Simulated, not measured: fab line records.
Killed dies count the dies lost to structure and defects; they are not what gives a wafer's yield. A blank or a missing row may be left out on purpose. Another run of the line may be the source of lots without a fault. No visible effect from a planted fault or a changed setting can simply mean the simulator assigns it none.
Matching of chambers	flow nand_harc	4 sister chambers for NHARC_A_CHANNEL_FILL_D1_ALD_25 on ald_hk-02
The step deposits SiOx, target thk 60 nm, pulse time 10 s, ald cycles 600. 14 wafers are shown with their chamber, then 7 later ones without.

## WAFERS PAIRED WITH THEIR CHAMBERS
wafer	chamber	heater_power_w (W)	precursor_pulse_height_rel
L078.1	0	386	0.969
L078.3	2	580	0.979
L078.6	0	401	0.972
L081.1	2	556	0.986
L081.3	3	429	0.982
L081.5	2	568	0.993
L084.3	0	395	1.029
L084.4	1	402	0.985
L084.2	2	567	1.017
L084.1	3	426	1.007
L084.5	1	408	1.001
L084.6	0	395	1.028
L088.3	1	423	0.988
L088.5	3	415	0.996

SIGNATURES (means of the wafers above)
reading	chamber 0	chamber 1	chamber 2	chamber 3	scatter within a chamber
heater_power_w	394.25	411.00	567.75	423.33	8.64
precursor_pulse_height_rel	0.99950	0.99133	0.99375	0.99500	0.0216
Rule: for a wafer and a chamber, the distance is found by dividing, reading by reading, the gap between the wafer's reading and the chamber's mean by the reading's scatter, squaring, summing and taking the root. The wafer belongs to the nearest chamber; if the next one is less than 2 further off, it can't be placed. The scatter: the root of (the sum of the squares of (reading less its chamber's mean) over the shown wafers, divided by (wafers less chambers)).

## WAFERS WHOSE CHAMBER IS MISSING
wafer	heater_power_w (W)	precursor_pulse_height_rel
L088.6	565	0.968
L093.2	415	1.013
L093.5	555	0.990
L093.6	404	1.011
L097.3	411	1.015
L097.1	550	1.006
L097.2	421	1.026

## CHAMBER TAKEN BY EACH
wafer	from the rows above	in truth
L088.6	2	2
L093.2	can't be placed: 1 or 3 or 0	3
L093.5	2	2
L093.6	can't be placed: 1 or 0 or 3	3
L097.3	can't be placed: 1 or 3 or 0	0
L097.1	2	2
L097.2	can't be placed: 3 or 1 or 0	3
3 of 7 placed correctly. Cannot be placed on the basis of these rows: 4; the candidates contain the true chamber in 4. Placed wrongly: 0.
